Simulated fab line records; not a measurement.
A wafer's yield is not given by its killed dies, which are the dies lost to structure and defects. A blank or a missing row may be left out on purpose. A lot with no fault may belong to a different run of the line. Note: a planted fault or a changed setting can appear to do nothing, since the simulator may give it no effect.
fab line records	flow n5-finfet
[record] lots = 6	wafers = 18	last-day = 17
route steps=1938 shown BEOL_M5@1189 BEOL_M6@1194 PASSIVATION@1936
lots that met no fault: from a run of the same line without faults
start-h: hours from the record's first day to the start of the lot's first wafer shown	wait-h: hours elapsed since this lot's preceding step	" identical to the entry in the row above	L1.1+2: several wafers, shown together as one row	- either no value or no given start	* or withheld: withheld	< > ~ a bound
route shown NAME@n: a module of which the file shows steps, and the number in the route of the first	usual: average and standard deviation across the fault-free wafers	same: alike in all rows	chamber/n: place in a boat	sites: per-site readings	_std_site: standard deviation of those values	_edge_site: outer sites' mean less inner sites'	radius-mm: how far each site lies from the wafer's centre	mask NAME#n: copy n	behind: the last tool/chamber to shape the wafer	hold: why the lot was held/for how many hours/how that ended	device: transistor that didn't switch, given as n, p or np	end of line: at the end of the route, the tests of the same wafers	for a step that has no rows: nothing shown but its recipe	killed: the dies lost at the first sort to structure and to defects; this is not the yield of the wafer	map: a wafer's dies, marking killed ones x, the rest . and places with no die _
set.NAME: the run value of the setting; set.NAME@STEP: its run value at that earlier step	model.NAME: the simulator's own value behind a step, which no gauge read
lots seen at some steps along the route; tables by step, rows by wafer
services: when a tool's chamber went out of use (start-h, in hours from the record's first day, below 0 if earlier), for how many hours, and the reason
[[steps]]
[step N5_BEOL_M5_CO_CAP_78]
[recipe] material = Co	target-thk-a = 20	temp-c = 200	precursor = CCTBA/H2	pressure-torr = 30	time-s = 102.1
[step N5_BEOL_M5_PRE_CLEAN_55]
[recipe] gas = NH3	time-s = 15	temp-c = withheld	rf-power-w = 300
[step N5_BEOL_M5_DEP_56]
[recipe] material = SiCN	target-thk-a = 80	temp-c = withheld	precursor = 3MS/NH3	pressure-torr = 3	rf-w = 202	time-s = 14
[step N5_BEOL_M5_RS_MEAS_57]
[recipe] thk-meas-gauge = four-point-probe	reads = Co_of_BEOL_M5_CO_CAP_78+Cu_of_BEOL_M5_ECD_50+Co_of_BEOL_M5_CVD_47+TaN_of_BEOL_M5_ALD_86
[usual] M5_RS = 0.390/0.01
lot.wafer	tool	chamber	start-h	wait-h	M5_RS[ohm/sq]
L454.3	film-metro-02	-	207.11	0.1	0.399
L454.4	"	-	"	"	0.397
L454.6	"	-	"	"	0.403
L457.2	film-metro-02	-	233.41	0.1	0.391
L457.3	"	-	"	"	0.385
L457.6	"	-	"	"	0.390
L463.3	film-metro-01	-	261.78	0.1	0.403
L463.4	"	-	"	"	0.407
L463.5	"	-	"	"	0.384
L466.4	film-metro-01	-	277.45	0.0	0.389
L466.5	"	-	"	"	0.395
L466.6	"	-	"	"	0.399
L468.1	film-metro-01	-	283.81	0.0	0.388
L468.5	"	-	"	"	0.381
L468.6	"	-	"	"	0.369
L472.1	film-metro-02	-	316.44	0.0	0.403
L472.5	"	-	"	"	0.385
L472.6	"	-	"	"	0.382
[step N5_BEOL_M5_INSPECT_58]
[recipe] inspect-instrument = darkfield	mode = post-dep
[usual] raw-defect-count = 68/23
lot.wafer	tool	chamber	start-h	wait-h	raw-defect-count
L454.3	defect-inspect-02	-	207.14	0.0	51
L454.4	"	-	"	"	32
L454.6	"	-	"	"	78
L457.2	defect-inspect-02	-	233.43	0.0	107
L457.3	"	-	"	"	56
L457.6	"	-	"	"	90
L463.3	defect-inspect-01	-	261.80	0.0	53
L463.4	"	-	"	"	80
L463.5	"	-	"	"	56
L466.4	defect-inspect-01	-	277.48	0.0	50
L466.5	"	-	"	"	67
L466.6	"	-	"	"	36
L468.1	defect-inspect-02	-	283.84	0.0	57
L468.5	"	-	"	"	65
L468.6	"	-	"	"	62
L472.1	defect-inspect-02	-	316.46	0.0	81
L472.5	"	-	"	"	62
L472.6	"	-	"	"	109
[step N5_BEOL_M6_ILD_DEP_00]
[recipe] material = SiCOH_lowk	target-thk-a = 1797.5	temp-c = 300	precursor = DEMS/porogen	pressure-torr = 5	rf-w = 500	time-s = 33.4
[usual] heater-power-outer-w = 142/36	heater-power-w = 317/54	showerhead-plenum-p-Torr = 5.738/0.014	throttle-valve-pct = 14.1/0.84
lot.wafer	tool	chamber	start-h	wait-h	heater-power-outer-w	heater-power-w	showerhead-plenum-p-Torr	throttle-valve-pct
L454.3	pecvd-02	0	207.17	0.0	112	265	5.740	14.1
L454.4	"	2	"	"	213	421	5.733	13.1
L454.6	"	1	"	"	122	275	5.699	13.5
L457.2	pecvd-04	1	233.47	0.0	168	350	5.740	13.9
L457.3	"	0	"	"	101	274	5.737	14.3
L457.6	"	0	"	"	110	279	5.733	14.4
L463.3	pecvd-04	0	261.84	0.0	125	301	5.743	14.5
L463.4	"	0	"	"	125	300	5.724	14.7
L463.5	"	2	"	"	104	254	5.737	13.7
L466.4	pecvd-03	2	277.53	0.1	149	314	5.758	13.2
L466.5	"	0	"	"	187	371	5.742	13.7
L466.6	"	1	"	"	176	364	5.735	16.1
L468.1	pecvd-02	0	283.88	0.0	124	280	5.764	14.0
L468.5	"	1	"	"	143	295	5.713	13.4
L468.6	"	2	"	"	197	406	5.748	13.4
L472.1	pecvd-04	0	316.50	0.0	113	283	5.710	14.3
L472.5	"	2	"	"	93	240	5.769	13.8
L472.6	"	0	"	"	119	293	5.736	14.4
[step N5_BEOL_M6_CURE_74]
[recipe] temp-c = 385	time-s = 240	ambient = He/Ar	material = SiCOH_lowk
[step N5_BEOL_M6_THK_MEAS_01]
[recipe] reads = SiCOH_lowk_of_BEOL_M6_ILD_DEP_00
[usual] M6_ILD_THK = 155.5/2
lot.wafer	tool	chamber	start-h	wait-h	M6_ILD_THK[nm]
L454.3	film-metro-02	-	207.75	0.3	155.6
L454.4	"	-	"	"	158.1
L454.6	"	-	"	"	158.1
L457.2	film-metro-01	-	234.05	0.4	155.7
L457.3	"	-	"	"	155.1
L457.6	"	-	"	"	158.8
L463.3	film-metro-01	-	262.43	0.3	153.3
L463.4	"	-	"	"	154.8
L463.5	"	-	"	"	155.1
L466.4	film-metro-01	-	278.09	0.2	152.3
L466.5	"	-	"	"	156.1
L466.6	"	-	"	"	154.5
L468.1	film-metro-01	-	284.53	0.4	154.2
L468.5	"	-	"	"	157.1
L468.6	"	-	"	"	155.7
L472.1	film-metro-01	-	317.13	0.4	151.9
L472.5	"	-	"	"	156.5
L472.6	"	-	"	"	153.4
[step N5_BEOL_M6_PECVD_70]
[recipe] material = SiO2	target-thk-a = 200	temp-c = 400	precursor = TEOS/O2	pressure-torr = 5.5	rf-w = 450	teos-flow-sccm = 53.8	gas = O2	flow-sccm = 3000	time-s = 22.7
[usual] heater-power-outer-w = 426/80	heater-power-w = 740/120	showerhead-plenum-p-Torr = 8.77/0.056	throttle-valve-pct = 22.6/1.3
lot.wafer	tool	chamber	start-h	wait-h	heater-power-outer-w	heater-power-w	showerhead-plenum-p-Torr	throttle-valve-pct
L454.3	pecvd-03	0	207.81	0.1	471	836	8.80	21.9
L454.4	"	1	"	"	483	793	8.78	25.8
L454.6	"	0	"	"	474	805	8.78	22.2
L457.2	pecvd-04	1	234.08	0.0	500	810	8.69	22.5
L457.3	"	0	"	"	443	784	8.76	23.4
L457.6	"	0	"	"	439	785	8.77	23.2
L463.3	pecvd-02	2	262.47	0.0	572	992	8.76	21.4
L463.4	"	0	"	"	346	620	8.82	22.7
L463.5	"	2	"	"	572	972	8.76	21.5
L466.4	pecvd-02	0	278.15	0.1	316	586	8.82	22.8
L466.5	"	1	"	"	432	705	8.67	21.7
L466.6	"	2	"	"	518	866	8.77	21.6
L468.1	pecvd-02	2	284.57	0.0	573	922	8.77	21.6
L468.5	"	1	"	"	387	660	8.68	21.7
L468.6	"	2	"	"	554	915	8.76	21.3
L472.1	pecvd-04	1	317.16	0.0	516	834	8.73	22.5
L472.5	"	2	"	"	346	623	8.87	22.2
L472.6	"	1	"	"	504	834	8.70	22.5
[step N5_BEOL_M6_HM_DEP_02]
[recipe] material = TiN	target-thk-a = 200	temp-c = 25	chamber-pressure-pa = 0.49996
[usual] substrate-temp-c = 24.99/0.1	throttle-valve-pct = 30.3/0.84
lot.wafer	tool	chamber	start-h	wait-h	substrate-temp-c	throttle-valve-pct
L454.3	pvd-sputter-02	-	209.63	1.8	25.01	30.8
L454.4	"	-	"	"	25.07	31.5
L454.6	"	-	"	"	24.93	29.9
L457.2	pvd-sputter-02	-	235.65	1.6	25.09	30.8
L457.3	"	-	"	"	24.95	31.5
L457.6	"	-	"	"	25.01	29.9
L463.3	pvd-sputter-01	-	264.27	1.8	25.01	29.3
L463.4	"	-	"	"	24.87	30.4
L463.5	"	-	"	"	25.06	29.6
L466.4	pvd-sputter-01	-	280.83	2.7	24.95	28.6
L466.5	"	-	"	"	25.15	29.9
L466.6	"	-	"	"	25.12	30.7
L468.1	pvd-sputter-02	-	285.40	0.8	24.83	30.3
L468.5	"	-	"	"	25.14	30.8
L468.6	"	-	"	"	24.85	29.9
L472.1	pvd-sputter-01	-	317.92	0.7	24.99	30.7
L472.5	"	-	"	"	24.95	30.5
L472.6	"	-	"	"	25.04	29.7
[step N5_BEOL_M6_COAT_59]
[recipe] resist = SOC	temp-c = 250	time-s = 60	spin-rpm = 1500	resist-thk-nm = 100
[step N5_BEOL_M6_COAT_60]
[recipe] resist = SiARC	temp-c = 220	time-s = 60	spin-rpm = 1500	resist-thk-nm = 35
[step N5_BEOL_M6_COAT_05]
[recipe] resist = CAR-ArF	spin-rpm = 1500	resist-thk-nm = 90
[usual] chill-plate-temp-C = 22.97/0.097	exhaust-pa = 45.2/0.86	spin-speed-rpm = 1500.0/1.1
lot.wafer	tool	chamber	start-h	wait-h	chill-plate-temp-C	exhaust-pa	spin-speed-rpm	model.CAR-ArF_of_BEOL_M6_COAT_05.thk-nm
L454.3	litho-track-04	0	209.76	-	23.09	43.8	1498.9	90
L454.4	"	0	"	"	23.11	42.7	1499.1	89.6
L454.6	"	0	"	"	22.92	43.7	1499.7	89.8
L457.2	litho-track-05	0	235.78	-	23.00	45.0	1499.7	90
L457.3	"	0	"	"	23.07	44.0	1498.1	90
L457.6	"	0	"	"	22.87	44.4	1499.3	90.2
L463.3	litho-track-05	0	264.42	-	22.83	45.2	1422.5	92.4
L463.4	"	0	"	"	22.99	44.3	1420.3	92.2
L463.5	"	0	"	"	22.92	45.5	1422.7	92.4
L466.4	litho-track-05	0	280.96	-	23.01	45.0	1423.3	92.6
L466.5	"	0	"	"	22.92	44.2	1422.2	92.6
L466.6	"	0	"	"	23.01	45.0	1425.4	92.6
L468.1	litho-track-04	0	285.53	-	23.07	45.1	1500.6	89.8
L468.5	"	0	"	"	22.94	45.1	1502.2	89.8
L468.6	"	0	"	"	23.13	45.6	1502.6	89.8
L472.1	litho-track-02	0	318.05	-	22.92	44.0	1499.5	90.2
L472.5	"	0	"	"	22.93	45.9	1500.7	90.4
L472.6	"	0	"	"	22.82	44.4	1501.2	90.2
[step N5_BEOL_M6_EBR_07]
[recipe] solvent = PGMEA	ebr-width-mm = 1.5
[step N5_BEOL_M6_SOFTBAKE_06]
[recipe] temp-c = 110	time-s = 60	resist = CAR-ArF
[step N5_BEOL_M6_EXPOSE_08]
[recipe] mask-id = M6	na = 1.35	source-shape = dipole	sigma-inner = 0.817	sigma-outer = 0.97	polarization = te	dose-mj = 68.25
[step N5_BEOL_M6_PEB_09]
[recipe] peb-temp-c = withheld	peb-time-s = 60	resist = CAR-ArF
[step N5_BEOL_M6_DEVELOP_10]
[recipe] develop-time-s = 30	developer = TMAH	resist = CAR-ArF	rinse-liquid = diw	dry = air-spin	dev-temp-c = 23
[step N5_BEOL_M6_CD_MEAS_11]
[recipe] target-cd-nm = 38.5	landing-energy-ev = 500	detector = se-inlens	polarity = opening
[usual] cd-nm = 38.5/0.45
[same] landing-energy-ev = 500
lot.wafer	tool	chamber	start-h	wait-h	cd-nm
L454.3	cd-sem-02	0	210.13	-	38.1
L454.4	"	0	"	"	38.3
L454.6	"	0	"	"	38.1
L457.2	cd-sem-03	0	236.15	-	37.4
L457.3	"	0	"	"	38.0
L457.6	"	0	"	"	38.1
L463.3	cd-sem-03	0	264.79	-	38.6
L463.4	"	0	"	"	37.9
L463.5	"	0	"	"	38.0
L466.4	cd-sem-02	0	281.20	-	39.0
L466.5	"	0	"	"	38.6
L466.6	"	0	"	"	38.0
L468.1	cd-sem-02	0	285.77	-	38.3
L468.5	"	0	"	"	37.8
L468.6	"	0	"	"	38.4
L472.1	cd-sem-02	0	318.42	-	38.7
L472.5	"	0	"	"	38.2
L472.6	"	0	"	"	38.6
[step N5_BEOL_M6_OVL_MEAS_12]
[recipe] points-per-wafer = 44
[usual] M6_OVL = -0.2/0.71
lot.wafer	tool	chamber	start-h	wait-h	M6_OVL[nm]
L454.3	overlay-02	0	210.16	0.0	1.0
L454.4	"	0	"	"	1.0
L454.6	"	0	"	"	1.3
L457.2	overlay-02	0	236.18	0.0	-0.6
L457.3	"	0	"	"	-0.4
L457.6	"	0	"	"	0.8
L463.3	overlay-02	0	264.81	0.0	-0.6
L463.4	"	0	"	"	-0.3
L463.5	"	0	"	"	-1.3
L466.4	overlay-02	0	281.23	0.0	-0.9
L466.5	"	0	"	"	0.4
L466.6	"	0	"	"	-0.7
L468.1	overlay-02	0	285.80	0.0	-0.6
L468.5	"	0	"	"	0.3
L468.6	"	0	"	"	-0.2
L472.1	overlay-02	0	318.45	0.0	-0.3
L472.5	"	0	"	"	-0.7
L472.6	"	0	"	"	0.3
[step N5_BEOL_M6_INSPECT_13]
[recipe] mode = adi	inspect-instrument = brightfield
[usual] raw-defect-count = 402/91
lot.wafer	tool	chamber	start-h	wait-h	raw-defect-count
L454.3	defect-inspect-02	-	210.18	0.0	326
L454.4	"	-	"	"	259
L454.6	"	-	"	"	450
L457.2	defect-inspect-02	-	236.20	0.0	521
L457.3	"	-	"	"	427
L457.6	"	-	"	"	489
L463.3	defect-inspect-01	-	264.84	0.0	569
L463.4	"	-	"	"	494
L463.5	"	-	"	"	441
L466.4	defect-inspect-02	-	281.26	0.0	326
L466.5	"	-	"	"	498
L466.6	"	-	"	"	354
L468.1	defect-inspect-01	-	285.83	0.0	408
L468.5	"	-	"	"	462
L468.6	"	-	"	"	388
L472.1	defect-inspect-02	-	318.47	0.0	373
L472.5	"	-	"	"	528
L472.6	"	-	"	"	533
[step N5_BEOL_M6_DESCUM_16]
[recipe] chemistry = O2	time-s = 7.9	source-power-w = 50	bias-power-w = 20	pressure-mtorr = 20	rf-frequency-hz = 2.712e+07	temp-c = 40	resist = CAR-ArF	o2-flow-sccm = 225
[usual] chamber-pressure-mTorr = 19.997/0.019	drypump-motor-current-A = 5.6/0.52	o2-flow-sccm = 225.0/0.66	oes-product-au = 0.82/0.078	rf-vpp-V = 243.5/1.3	showerhead-plenum-p-Torr = 2.11/0.067	temp-c = 40.01/0.12	throttle-valve-pct = 20.33/0.19
lot.wafer	tool	chamber	start-h	wait-h	chamber-pressure-mTorr	drypump-motor-current-A	o2-flow-sccm	oes-product-au	rf-hours-counter-h	rf-vpp-V	showerhead-plenum-p-Torr	temp-c	throttle-valve-pct
L454.3	rie-diel-04	3	210.22	0.0	20.008	5.4	224.5	0.85	69	244.3	2.21	39.78	20.27
L454.4	"	1	"	"	20.010	6.6	226.2	0.73	185	244.2	2.16	39.91	20.70
L454.6	"	2	"	"	20.027	5.7	222.6	0.78	-	243.4	2.11	40.24	20.56
L457.2	rie-diel-04	1	236.27	0.1	20.013	6.6	224.0	0.73	195	244.5	2.15	39.91	20.73
L457.3	"	0	"	"	20.020	5.8	225.0	0.92	20	243.3	2.04	39.92	20.27
L457.6	"	3	"	"	20.003	5.4	225.7	0.83	-	244.5	2.21	39.97	20.27
L463.3	rie-diel-04	0	265.04	0.2	19.976	5.8	223.9	0.91	31	243.4	2.04	39.95	20.30
L463.4	"	1	"	"	20.023	6.6	225.9	0.71	-	244.4	2.15	40.05	20.74
L463.5	"	0	"	"	19.996	5.8	223.9	0.90	-	241.5	2.04	40.03	20.28
L466.4	rie-diel-03	0	281.39	0.1	19.986	6.0	225.4	0.82	106	242.6	2.20	39.93	20.38
L466.5	"	1	"	"	20.002	5.7	225.4	0.85	-	242.5	2.13	40.01	20.20
L466.6	"	0	"	"	19.993	6.0	225.0	0.81	-	245.1	2.20	40.08	20.38
L468.1	rie-diel-02	1	286.02	0.2	19.955	4.9	225.2	0.79	124	243.5	2.10	40.26	20.26
L468.5	"	2	"	"	20.002	5.5	224.8	0.87	-	242.8	2.03	39.90	20.17
L468.6	"	3	"	"	20.026	4.7	225.1	0.70	-	240.8	2.06	40.21	20.45
L472.1	rie-diel-02	3	318.50	0.0	19.991	4.7	225.0	0.70	241	242.7	2.06	39.89	20.46
L472.5	"	3	"	"	20.014	4.7	225.3	0.70	-	242.4	2.06	40.03	20.46
L472.6	"	2	"	"	20.003	5.5	225.6	0.85	-	242.6	2.03	40.05	20.18
[step N5_BEOL_M6_ETCH_61]
[recipe] chemistry = CF4	target = SiARC	target-depth-a = 455	mask-material = CAR-ArF	time-s = 75.8	ion-energy-ev = 80	pressure-mtorr = 40	source-w = 545	bias-w = 36	Ar_flow_sccm = 100	cf4-flow-sccm = 100	ends = cleared
[usual] cf4-flow-sccm = 100.0/0.32	chamber-pressure-mTorr = 40.00/0.041	drypump-motor-current-A = 5.6/0.52	etch-rf-on-time-s = 75.2/1.1	oes-product-au = 0.71/0.066	rf-vpp-V = 184.4/1.1	showerhead-plenum-p-Torr = 2.16/0.062	throttle-valve-pct = 15.52/0.21
lot.wafer	tool	chamber	start-h	wait-h	cf4-flow-sccm	chamber-pressure-mTorr	drypump-motor-current-A	etch-rf-on-time-s	oes-product-au	rf-hours-counter-h	rf-vpp-V	showerhead-plenum-p-Torr	throttle-valve-pct	model.CAR-ArF_of_BEOL_M6_COAT_05.thk-nm
L454.3	rie-diel-04	3	210.25	0.0	100.1	39.97	5.4	74.8	0.72	69	185.7	2.26	15.41	50.6
L454.4	"	1	"	"	99.7	40.02	6.6	76.5	0.62	185	184.0	2.21	15.92	50.4
L454.6	"	2	"	"	100.5	39.93	5.7	74.4	0.67	-	184.1	2.15	15.70	50.6
L457.2	rie-diel-04	1	236.31	0.0	100.3	40.01	6.6	77.3	0.62	195	185.0	2.21	15.96	50.8
L457.3	"	0	"	"	100.3	40.10	5.8	75.4	0.79	20	183.2	2.10	15.44	50.8
L457.6	"	3	"	"	100.0	39.97	5.4	74.9	0.71	-	185.3	2.25	15.42	51
L463.3	rie-diel-04	0	265.07	0.0	100.4	40.04	5.8	74.1	0.77	31	184.6	2.10	15.45	53.2
L463.4	"	1	"	"	100.1	39.97	6.6	76.2	0.61	-	184.6	2.21	15.98	53.2
L463.5	"	0	"	"	100.4	40.00	5.8	74.6	0.78	-	183.1	2.10	15.46	53.4
L466.4	rie-diel-03	0	281.43	0.0	99.7	40.02	6.0	75.2	0.69	106	184.3	2.24	15.52	53.6
L466.5	"	1	"	"	99.7	39.94	5.7	75.0	0.74	-	186.1	2.18	15.37	53.6
L466.6	"	0	"	"	100.5	39.99	6.0	75.2	0.70	-	185.0	2.24	15.53	53.6
L468.1	rie-diel-02	1	286.05	0.0	99.7	39.98	4.9	75.8	0.66	124	184.6	2.15	15.47	50.8
L468.5	"	2	"	"	100.0	39.99	5.5	76.0	0.74	-	183.4	2.10	15.40	50.8
L468.6	"	3	"	"	100.0	40.02	4.7	75.5	0.61	-	184.2	2.11	15.75	50.6
L472.1	rie-diel-02	3	318.54	0.0	99.9	39.97	4.7	77.1	0.60	241	183.6	2.11	15.76	51
L472.5	"	3	"	"	100.5	39.99	4.7	76.3	0.61	-	182.6	2.11	15.78	51
L472.6	"	2	"	"	100.4	40.10	5.5	76.3	0.72	-	184.3	2.09	15.40	50.8
[step N5_BEOL_M6_ETCH_62]
[recipe] chemistry = N2/H2	target = SOC	target-depth-a = 1100	overetch-a = 220	mask-material = SiARC	temp-c = 40	time-s = 165	ion-energy-ev = 200	pressure-mtorr = 30	source-w = 840	bias-w = 150	n2-flow-sccm = 200	h2-flow-sccm = 200
[usual] chamber-pressure-mTorr = 29.996/0.028	drypump-motor-current-A = 5.6/0.52	oes-product-au = 0.70/0.063	rf-vpp-V = 524.7/2.4	showerhead-plenum-p-Torr = 2.57/0.079	temp-c = 39.99/0.099	throttle-valve-pct = 17.73/0.22
lot.wafer	tool	chamber	start-h	wait-h	chamber-pressure-mTorr	drypump-motor-current-A	oes-product-au	rf-hours-counter-h	rf-vpp-V	showerhead-plenum-p-Torr	temp-c	throttle-valve-pct
L454.3	rie-diel-04	3	210.31	0.0	30.015	5.4	0.71	69	528.0	2.69	40.07	17.54
L454.4	"	1	"	"	29.994	6.6	0.63	185	527.0	2.63	39.87	18.22
L454.6	"	2	"	"	30.013	5.7	0.66	-	524.1	2.56	40.12	17.90
L457.2	rie-diel-04	1	236.37	0.0	29.965	6.6	0.61	195	525.9	2.63	39.98	18.23
L457.3	"	0	"	"	29.989	5.8	0.78	20	521.9	2.49	40.03	17.68
L457.6	"	3	"	"	29.971	5.4	0.70	-	528.2	2.69	39.92	17.56
L463.3	rie-diel-04	0	265.13	0.0	29.930	5.8	0.76	31	521.7	2.48	39.91	17.71
L463.4	"	1	"	"	29.987	6.7	0.61	-	526.2	2.63	39.87	18.24
L463.5	"	0	"	"	30.009	5.8	0.75	-	522.0	2.48	39.86	17.71
L466.4	rie-diel-03	0	281.48	0.0	29.966	6.0	0.69	106	526.7	2.67	40.11	17.86
L466.5	"	1	"	"	29.993	5.7	0.72	-	525.9	2.58	40.02	17.52
L466.6	"	0	"	"	30.028	6.0	0.68	-	526.6	2.67	40.07	17.86
L468.1	rie-diel-02	1	286.11	0.0	29.987	4.9	0.66	124	524.9	2.56	39.82	17.70
L468.5	"	2	"	"	29.963	5.5	0.73	-	522.2	2.48	40.00	17.65
L468.6	"	3	"	"	30.011	4.7	0.61	-	522.0	2.51	40.20	17.91
L472.1	rie-diel-02	3	318.60	0.0	29.979	4.7	0.60	241	522.6	2.50	39.99	17.89
L472.5	"	3	"	"	29.998	4.7	0.60	-	522.8	2.50	39.86	17.92
L472.6	"	2	"	"	30.059	5.5	0.71	-	521.3	2.47	39.89	17.66
[step N5_PASSIVATION_PROBE_49]
[usual] defect-limited-yield = 91.3/1.3	killed_at_M0_to_M3 = 35/13	killed_at_M4_up = 13/5.2	killed-at-contacts = 12/6.2	killed-at-front-end = 39/9.6	killed-at-other = 3.1/2.6	killed-dies = 102/16	killed-open = 68/13	killed-short = 33/6.9	sort_bin_5_function = 5.1/0.87	sort_bin_6_memory = 3.3/0.67	sort-n-pass = 1078/16	sort-yield-pct = 91.3/1.3
[same] gross-dies = 1180	killed-at-back-side = 0	sort_bin_4_leakage[%] = 0	sort_bin_8_speed[%] = 0
lot.wafer	tool	chamber	start-h	wait-h	defect-limited-yield[%]	killed_at_M0_to_M3	killed_at_M4_up	killed-at-contacts	killed-at-front-end	killed-at-other	killed-dies	killed-open	killed-short	sort_bin_5_function[%]	sort_bin_6_memory[%]	sort-n-pass	sort-yield-pct[%]
L454.3	prober-01	-	296.94	0.1	91.6	18	16	24	38	3	99	64	34	4.5	3.6	1081	91.6
L454.4	prober-01	-	296.99	0.2	91.3	17	13	37	31	5	103	74	27	5.3	3.1	1077	91.3
L454.6	prober-01	-	297.09	0.3	92.5	23	18	14	28	5	88	61	26	4.1	3.2	1092	92.5
L463.3	prober-02	-	348.08	0.1	89.1	46	13	10	57	3	129	76	51	5.3	5.2	1051	89.1
L463.4	prober-02	-	348.13	0.2	91.5	42	14	8	33	3	100	65	34	5.6	2.8	1080	91.5
L463.5	prober-02	-	348.18	0.2	90.3	38	19	13	44	0	114	83	31	5.9	3.3	1066	90.3
// killed by level:class
L454.3 MOL_CONTACT_COAG:geometric-particle:open=15 MOL_CONTACT_COAG:geometric-particle:short=9 BEOL_M4:geometric-particle:open=8 BEOL_M2:geometric-particle:open=8 FIN_CUT:geometric-particle:open=6 FIN_CUT:geometric-particle:short=5 STI_FIN_REVEAL:geometric-particle:open=5 FIN_SAQP:geometric-particle:short=4
L454.4 MOL_CONTACT_COAG:geometric-particle:open=29 BEOL_M4:geometric-particle:open=9 MOL_CONTACT_COAG:geometric-particle:short=8 FIN_SAQP:geometric-particle:short=5 BEOL_M3:geometric-particle:open=5 FIN_SAQP:geometric-particle:open=4 BEOL_M1:geometric-particle:open=4 BEOL_M2:geometric-particle:open=4
L454.6 BEOL_M4:geometric-particle:open=12 MOL_CONTACT_COAG:geometric-particle:open=10 FIN_SAQP:geometric-particle:short=7 FIN_SAQP:geometric-particle:open=6 BEOL_M1:geometric-particle:open=6 BEOL_M3:geometric-particle:open=6 MOL_CONTACT_COAG:geometric-particle:short=4 BEOL_M0_SAQP:geometric-particle:short=4
L463.3 FIN_SAQP:geometric-particle:short=22 FIN_SAQP:geometric-particle:open=14 BEOL_M0_SAQP:geometric-particle:open=11 BEOL_M2:geometric-particle:open=8 BEOL_M3:geometric-particle:open=8 MOL_CONTACT_COAG:geometric-particle:open=7 BEOL_M0_SAQP:geometric-particle:short=6 GATE_CUT:geometric-particle:short=5
L463.4 BEOL_M0_SAQP:geometric-particle:open=11 FIN_SAQP:geometric-particle:short=9 FIN_SAQP:geometric-particle:open=8 BEOL_M0_SAQP:geometric-particle:short=7 BEOL_M2:geometric-particle:open=7 BEOL_M1:geometric-particle:open=6 BEOL_M3:geometric-particle:open=6 MOL_CONTACT_COAG:geometric-particle:open=4
L463.5 FIN_SAQP:geometric-particle:open=15 MOL_CONTACT_COAG:geometric-particle:open=10 BEOL_M0_SAQP:geometric-particle:short=10 BEOL_M4:geometric-particle:open=10 FIN_SAQP:geometric-particle:short=9 BEOL_M1:geometric-particle:open=8 BEOL_M3:geometric-particle:open=7 DUMMY_GATE:geometric-particle:open=6
[[services]]
tool	chamber	start-h	hours	kind
rie-diel-04	2	190.24	6.7	repair
rie-diel-03	3	197.34	29.9	repair
rie-diel-03	2	197.76	2.9	repair
pecvd-02	-	198.18	2.8	pm
rie-diel-03	0	199.70	6.3	repair
pecvd-03	2	202.38	-	clean
pecvd-03	2	202.38	-	consumable-replace:showerhead
pecvd-03	2	202.38	29.0	scheduled-down
pecvd-03	2	202.38	29.0	vent-cycle
rie-diel-02	-	215.16	4.3	pm
rie-diel-02	2	225.53	14.6	repair
pecvd-03	-	243.56	0.8	repair
litho-track-04	-	249.56	-	consumable-replace:filter
pecvd-02	1	254.24	5.4	repair
litho-track-05	-	268.12	-	consumable-replace:filter
litho-track-02	-	272.13	-	consumable-replace:filter
pecvd-03	2	281.75	5.9	repair
rie-diel-04	1	288.71	11.0	repair
rie-diel-04	-	298.50	2.8	pm
pecvd-03	1	300.38	-	calibration
rie-diel-03	3	301.67	7.3	repair
[[key]]
[first-sign] step = N5_BEOL_M6_COAT_05	reading = spin-speed-rpm	direction = down	sigmas = 72	usual = *	struck = *
effect none on later readings
[model-effect] step = N5_BEOL_M6_COAT_05	value = CAR-ArF_of_BEOL_M6_COAT_05.thk-nm	without = 90.07	struck = 92.47
[model-effect] step = N5_BEOL_M6_ETCH_61	value = CAR-ArF_of_BEOL_M6_COAT_05.thk-nm	without = 51.03	struck = 53.43
met-at N5_BEOL_M6_COAT_05
struck-wafers L463.3,L463.4,L463.5,L466.4,L466.5,L466.6
onset-between 235.78 264.42
[fault] kind = process-parameter-drift	tool = litho-track-05	chamber = -	onset-h = 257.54	steps = N5_BEOL_M6_COAT_05	channel = spin-rpm	offset = *	shape = step	end-h = 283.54	acts-in = *	stated = *
